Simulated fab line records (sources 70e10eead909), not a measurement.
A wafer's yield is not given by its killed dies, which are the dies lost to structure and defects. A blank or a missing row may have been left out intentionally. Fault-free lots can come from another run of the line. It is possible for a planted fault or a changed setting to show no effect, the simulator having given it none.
Problem report in the 8D (eight disciplines) form, filled by code    flow nandHarc    the parts of the form that need people (team, actions taken, sign-off) are left out

1. WHAT IS WRONG
At NHARC_P_GATE_CD_MEAS_26, cdNm averages 131.8 nm over 9 wafers from 3 lots, while fault-free wafers read 119.8 nm, standard deviation 0.53. That is +23 standard deviations from the usual mean.
The step: target cd 120 nm.
First seen on wafer L525.3, day 10 00:27, on cdSem-02. The record has a number at this step for 45 wafers belonging to 15 lots. Rule for "out", or "out of limits": more than 4 standard deviations from the usual mean. Any other wafer with a number is counted as sound.

2. WHAT IT IS; WHAT IT IS NOT
question                     is                      is not
which readings at this step  cdNm                    -
which lots                   L525, L526, L527        L511, L513, L515, L517, L518, L520, L522, L530, L531, L532, L533, L534
which wafers of those lots   all that have a number  -
read on which gauges         cdSem-02, cdSem-03      cdSem-01
when                         from day 10 00:27       up to then (21 sound wafers); but 15 sound wafers of L530, L531, L532, L533, L534 came after

3. THE SUSPECTS, EACH WITH WHAT RULES IT OUT
Counting: any tool at a process step up to the reading is kept as a suspect provided that every lot that is out went through it and no sound lot did after the first of them.
- the gauge at NHARC_P_GATE_CD_MEAS_26: ruled out. Those wafers that are out were read across 2 gauges (cdSem-02, cdSem-03).
- lithoTrack-01 at NHARC_P_GATE_PEB_24 (peb time 65 s): ruled out as a lasting fault. Following L525 (day 10 00:22), the first lot on it that is out, the sound lots L534 were run on it.
Left after counting: nothing in the record.

4. THE CAUSE (what the simulator had put in)
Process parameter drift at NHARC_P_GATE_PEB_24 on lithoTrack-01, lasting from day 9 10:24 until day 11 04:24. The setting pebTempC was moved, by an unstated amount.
It was ruled out by counting, in error; the rule expects a fault to strike all lots run on its tool from its start on, and this fault did not.

5. SEQUENCE OF EFFECTS, ordered by route
One row per reading whose mean, taken over the struck wafers that have a number, lies over 3 standard deviations from the usual. Only readings whose record carries a usual standard deviation are examined. hours: median over the lots of the time between each lot's start at the first step of this table that gives one and its start at this step. sigmas: the change, counted in usual standard deviations.
hours  step                     reading            usual     on struck wafers  change  sigmas
0      NHARC_P_GATE_PEB_24      heaterPowerTotalW  156.6 W   149.9             -6.7    -16
0      NHARC_P_GATE_PEB_24      plateTempC         99.99 C   96.91             -3.08   -26
0      NHARC_P_GATE_CD_MEAS_26  cdNm               119.8 nm  131.8             +12.0   +23
Here are the process steps it includes:
- NHARC_P_GATE_PEB_24: peb time 65 s.

6. HOW IT WOULD HAVE BEEN CAUGHT EARLIER
The first out-of-limits reading at a measuring or inspecting step in this record came at day 10 00:27, 14 hours after the fault's start at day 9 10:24.
Tool's own readings at NHARC_P_GATE_PEB_24, heaterPowerTotalW, plateTempC: out on all struck wafers the step has rows for; an alarm limit on them would have tripped on the first.
